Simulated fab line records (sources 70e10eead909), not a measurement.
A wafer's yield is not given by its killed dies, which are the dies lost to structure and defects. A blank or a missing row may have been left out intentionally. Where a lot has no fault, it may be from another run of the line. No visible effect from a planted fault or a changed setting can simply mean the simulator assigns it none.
Matching of chambers || flow nandHarc || NHARC_P_M1_STRIP_18 on rieDiel-10 has 4 sister chambers
The step strips in N2/H2. 14 wafers are shown with their chamber, then 7 later ones without.

EACH WAFER AND ITS CHAMBER
{"wafer": "L075.3", "chamber": 0, "showerheadPlenumPTorr (Torr)": 2.02, "drypumpMotorCurrentA (A)": 5.9, "rfVppV (V)": 90.2}
{"wafer": "L075.4", "chamber": 1, "showerheadPlenumPTorr (Torr)": 1.90, "drypumpMotorCurrentA (A)": 5.6, "rfVppV (V)": 89.2}
{"wafer": "L075.5", "chamber": 1, "showerheadPlenumPTorr (Torr)": 1.90, "drypumpMotorCurrentA (A)": 5.6, "rfVppV (V)": 90.1}
{"wafer": "L075.1", "chamber": 3, "showerheadPlenumPTorr (Torr)": 1.96, "drypumpMotorCurrentA (A)": 5.2, "rfVppV (V)": 90.3}
{"wafer": "L075.2", "chamber": 2, "showerheadPlenumPTorr (Torr)": 2.01, "drypumpMotorCurrentA (A)": 5.4, "rfVppV (V)": 90.9}
{"wafer": "L075.6", "chamber": 2, "showerheadPlenumPTorr (Torr)": 2.01, "drypumpMotorCurrentA (A)": 5.4, "rfVppV (V)": 91.4}
{"wafer": "L080.3", "chamber": 3, "showerheadPlenumPTorr (Torr)": 1.96, "drypumpMotorCurrentA (A)": 5.2, "rfVppV (V)": 89.6}
{"wafer": "L080.4", "chamber": 1, "showerheadPlenumPTorr (Torr)": 1.90, "drypumpMotorCurrentA (A)": 5.6, "rfVppV (V)": 89.6}
{"wafer": "L080.5", "chamber": 0, "showerheadPlenumPTorr (Torr)": 2.02, "drypumpMotorCurrentA (A)": 5.9, "rfVppV (V)": 90.3}
{"wafer": "L089.2", "chamber": 3, "showerheadPlenumPTorr (Torr)": 1.95, "drypumpMotorCurrentA (A)": 5.2, "rfVppV (V)": 89.8}
{"wafer": "L089.4", "chamber": 2, "showerheadPlenumPTorr (Torr)": 2.01, "drypumpMotorCurrentA (A)": 5.4, "rfVppV (V)": 91.1}
{"wafer": "L089.6", "chamber": 3, "showerheadPlenumPTorr (Torr)": 1.95, "drypumpMotorCurrentA (A)": 5.3, "rfVppV (V)": 90.8}
{"wafer": "L091.1", "chamber": 0, "showerheadPlenumPTorr (Torr)": 2.01, "drypumpMotorCurrentA (A)": 6.0, "rfVppV (V)": 90.4}
{"wafer": "L091.2", "chamber": 1, "showerheadPlenumPTorr (Torr)": 1.90, "drypumpMotorCurrentA (A)": 5.6, "rfVppV (V)": 89.5}

SIGNATURES (averages over the wafers above)
{"reading": "showerheadPlenumPTorr", "chamber 0": 2.0167, "chamber 1": 1.9000, "chamber 2": 2.0100, "chamber 3": 1.9550, "scatter within a chamber": 0.00408}
{"reading": "drypumpMotorCurrentA", "chamber 0": 5.933, "chamber 1": 5.600, "chamber 2": 5.400, "chamber 3": 5.225, "scatter within a chamber": 0.0376}
{"reading": "rfVppV", "chamber 0": 90.300, "chamber 1": 89.600, "chamber 2": 91.133, "chamber 3": 90.125, "scatter within a chamber": 0.379}
Rule: for a wafer and a chamber, the distance is found by dividing, reading by reading, the gap between the wafer's reading and the chamber's mean by the reading's scatter, squaring, summing and taking the root. The wafer belongs to the nearest chamber; if the next one is less than 2 further off, it can't be placed. The scatter is the square root of a quotient: the sum, over the shown wafers, of each reading's squared deviation from its chamber's mean, divided by wafers minus chambers.

WAFERS WITH NO CHAMBER GIVEN
{"wafer": "L091.5", "showerheadPlenumPTorr (Torr)": 2.01, "drypumpMotorCurrentA (A)": 5.4, "rfVppV (V)": 89.8}
{"wafer": "L092.1", "showerheadPlenumPTorr (Torr)": 1.90, "drypumpMotorCurrentA (A)": 5.6, "rfVppV (V)": 88.7}
{"wafer": "L092.3", "showerheadPlenumPTorr (Torr)": 2.01, "drypumpMotorCurrentA (A)": 5.4, "rfVppV (V)": 90.3}
{"wafer": "L092.6", "showerheadPlenumPTorr (Torr)": 2.01, "drypumpMotorCurrentA (A)": 5.5, "rfVppV (V)": 89.3}
{"wafer": "L096.2", "showerheadPlenumPTorr (Torr)": 2.01, "drypumpMotorCurrentA (A)": 5.4, "rfVppV (V)": 89.9}
{"wafer": "L096.4", "showerheadPlenumPTorr (Torr)": 2.01, "drypumpMotorCurrentA (A)": 5.4, "rfVppV (V)": 90.1}
{"wafer": "L096.6", "showerheadPlenumPTorr (Torr)": 1.90, "drypumpMotorCurrentA (A)": 5.6, "rfVppV (V)": 88.6}

WHICH CHAMBER EACH ONE RAN IN
{"wafer": "L091.5", "from the rows above": 2, "in truth": 2}
{"wafer": "L092.1", "from the rows above": 1, "in truth": 1}
{"wafer": "L092.3", "from the rows above": 2, "in truth": 2}
{"wafer": "L092.6", "from the rows above": 2, "in truth": 2}
{"wafer": "L096.2", "from the rows above": 2, "in truth": 2}
{"wafer": "L096.4", "from the rows above": 2, "in truth": 2}
{"wafer": "L096.6", "from the rows above": 1, "in truth": 1}
7 of 7 placed correctly. Can't be placed from these rows: 0. Wrongly placed: 0.
